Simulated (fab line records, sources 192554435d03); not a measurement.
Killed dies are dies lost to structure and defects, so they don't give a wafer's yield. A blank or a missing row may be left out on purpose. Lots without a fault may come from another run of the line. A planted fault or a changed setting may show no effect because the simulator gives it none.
A struck lot beside a sound one | flow n5_finfet | 39 steps out of a route of 1938
Sound: wafers L734.1, L734.3, L734.5. Struck: wafer L730.3. (L730.2, L730.6 of the same lot were not struck and are left out.) The cause comes at the end.
At each step with rows: each side's tool, then ch and its chambers, then its first start. Under that, the readings that differ: sound wafers | struck wafers | difference of the means | sigmas: that difference in standard deviations of wafers without a fault.
alike: readings whose means differ by less than 2 such deviations, and words and numbers that are the same on both sides. not compared: withheld readings, readings that some wafer has no value for, bounds like >300 that may hide the same value, and numbers for which the record gives no deviation and whose values overlap.
The two part at a step that has a row with sigmas, a row that says differs or no value, or rows on one side only. Numbers that don't overlap but have no deviation are shown without sigmas and don't part them. A reading that every wafer of one side lacks parts them only if that side has two wafers or more.

first, 9 steps without rows for these wafers: N5_MOL_CONTACT_COAG_PRE_CLEAN_142 (time 60 s); N5_MOL_CONTACT_COAG_SPUTTER_130 (material Co, target thk 47.5 nm); N5_MOL_CONTACT_COAG_PRECLEAN_125 (cleans in DIW, time 57.5 s); N5_MOL_CONTACT_COAG_SRD_126 (dry time 32 s); N5_MOL_CONTACT_COAG_CMP_23 (polishes, stops on SiO2, t overpolish 1.5 s, target thk 0 nm); N5_MOL_CONTACT_COAG_WET_ETCH_26 (target Co, target depth 13 nm); N5_MOL_CONTACT_COAG_WET_ETCH_116 (etches the open film in SC1-inhibited, target depth 4.6 nm, rinse time 30 s); N5_MOL_CONTACT_COAG_ALD_27 (deposits SiOC, target thk 17 nm, pulse time 1.5 s, time 2720 s); N5_MOL_CONTACT_COAG_CMP_28 (polishes, stops on SiNx, t overpolish 0.85 s, target thk 14.522 nm).
N5_MOL_CONTACT_COAG_ALD_123: deposits SiNx, target thk 5 nm, pulse time 1 s, purge time 2 s.
  sound on ald_sin-03 ch 1,2,3, day 10 05:41; struck on ald_sin-01 ch 2, day 9 08:21
  reading                                            | sound       | struck | difference | sigmas
  ald_cycles                                         | 100 100 100 | 155    | +55        |
  model.SiNx_of_MOL_CONTACT_COAG_ALD_123.thk_nm (nm) | 5 5 5       | 7.8    | +2.8       |
  alike: heater_power_w, precursor_pulse_height_rel
then, 26 steps without rows for these wafers: N5_MOL_CONTACT_COAG_PECVD_31 (deposits SiO2 from TEOS/O2, target thk 46 nm, time 8.9 s); N5_MOL_CONTACT_COAG_COAT_75 (time 60 s, resist thk 60 nm); N5_MOL_CONTACT_COAG_COAT_76 (time 60 s, resist thk 10 nm); N5_MOL_CONTACT_COAG_COAT_77 (time 60 s, resist thk 10 nm); N5_MOL_CONTACT_COAG_COAT_78 (resist thk 40 nm); N5_MOL_CONTACT_COAG_EBR_80; N5_MOL_CONTACT_COAG_SOFTBAKE_79 (time 60 s); N5_MOL_CONTACT_COAG_EXPOSE_81 (exposes mask VG, defocus 0 nm); N5_MOL_CONTACT_COAG_PEB_82 (peb time 60 s); N5_MOL_CONTACT_COAG_DEVELOP_83 (develop time 30 s); N5_MOL_CONTACT_COAG_DESCUM_88 (chemistry O2, time 7 s); N5_MOL_CONTACT_COAG_ETCH_89 (etches underlayer in N2/H2, target depth 13 nm, time 10.4 s); N5_MOL_CONTACT_COAG_ETCH_90 (etches SiARC in CF4, target depth 13 nm, time 21.7 s); N5_MOL_CONTACT_COAG_ALD_131 (deposits SiO2, target thk 5 nm, pulse time 1 s, co reactant pulse time 1 s); N5_MOL_CONTACT_COAG_ETCHBACK_132 (etches SiO2 in CHF3, target depth 10 nm, time 6.7 s); N5_MOL_CONTACT_COAG_ETCH_91 (etches SOC in N2/H2, target depth 60 nm, overetch 21 nm, time 101.2 s); N5_MOL_CONTACT_COAG_STRIP_92 (strips in N2/H2); N5_MOL_CONTACT_COAG_STRIP_93 (strips in N2/H2); N5_MOL_CONTACT_COAG_ETCHBACK_135 (etches SiO2 in CHF3, target depth 25 nm, time 16.7 s); N5_MOL_CONTACT_COAG_STRIP_118 (strips in CHF3); N5_MOL_CONTACT_COAG_VIA_ETCH_46 (etches SiO2 in C4F6/O2, target depth 46 nm, overetch 9.2 nm, time 40 s); N5_MOL_CONTACT_COAG_STRIP_96 (strips in N2/H2); N5_MOL_CONTACT_COAG_ETCH_47 (etches SiNx in CH3F/O2, stops on W, target depth 27 nm); N5_MOL_CONTACT_COAG_STRIP_119 (strips in N2/H2, time 30 s); N5_MOL_CONTACT_COAG_PRECLEAN_144 (cleans in alkaline clean, time 60 s); N5_MOL_CONTACT_COAG_SRD_145 (time 30 s).
N5_MOL_CONTACT_COAG_ETCH_124: etches SiNx in CH3F/O2, stops on SiOC, target depth 6.5 nm.
  sound on rie_diel-01 ch 0,2, day 10 09:00; struck on rie_diel-01 ch 2, day 9 11:26
  reading                  | sound             | struck | difference | sigmas
  model.etch.depth_nm (nm) | 5.029 5.007 4.988 | 6.422  | +1.414     |
  alike: drypump_motor_current_A, oes_ar_750_au, oes_product_au, rf_vpp_V, showerhead_plenum_p_Torr, throttle_valve_pct
  not compared: rf_hours_counter_h
N5_BEOL_M4_RC_MEAS_101:
  the record has rows for the sound wafers here (prober-02 ch 0, day 13 12:50) and none for the struck ones
-- the record jumps here: 6 days lie between the struck wafers' starts before and after (it left off in module BEOL_M4 and takes up again in module PASSIVATION, whose first step shown is number 1936 of the route) --
N5_PASSIVATION_PROBE_49:
  sound on prober-02, day 17 22:08; struck on prober-02, day 15 20:23
  reading                  | sound          | struck | difference | sigmas
  defect_limited_yield (%) | 91.2 92.7 91.0 | 8.9    | -82.7      | -55
  killed_at_contacts       | 5 4 3          | 976    | +972       | +99 or more
  killed_dies              | 104 86 106     | 1075   | +976       | +54
  killed_on_rim            | 13 11 17       | 148    | +134       | +34
  sort_bin_5_function (%)  | 5.6 4.7 4.8    | 87.2   | +82.2      | +82
  sort_n_pass              | 1076 1094 1074 | 105    | -976       | -54
  sort_yield_pct (%)       | 91.2 92.7 91.0 | 8.9    | -82.7      | -55
  alike: killed_at_M0_to_M3, killed_at_M4_up, killed_at_front_end, killed_at_other, killed_open, killed_short, sort_bin_6_memory

WHERE THEY PART
First at N5_BEOL_M4_RC_MEAS_101; last, within this record, at N5_PASSIVATION_PROBE_49.

WHY: what the simulator had put in
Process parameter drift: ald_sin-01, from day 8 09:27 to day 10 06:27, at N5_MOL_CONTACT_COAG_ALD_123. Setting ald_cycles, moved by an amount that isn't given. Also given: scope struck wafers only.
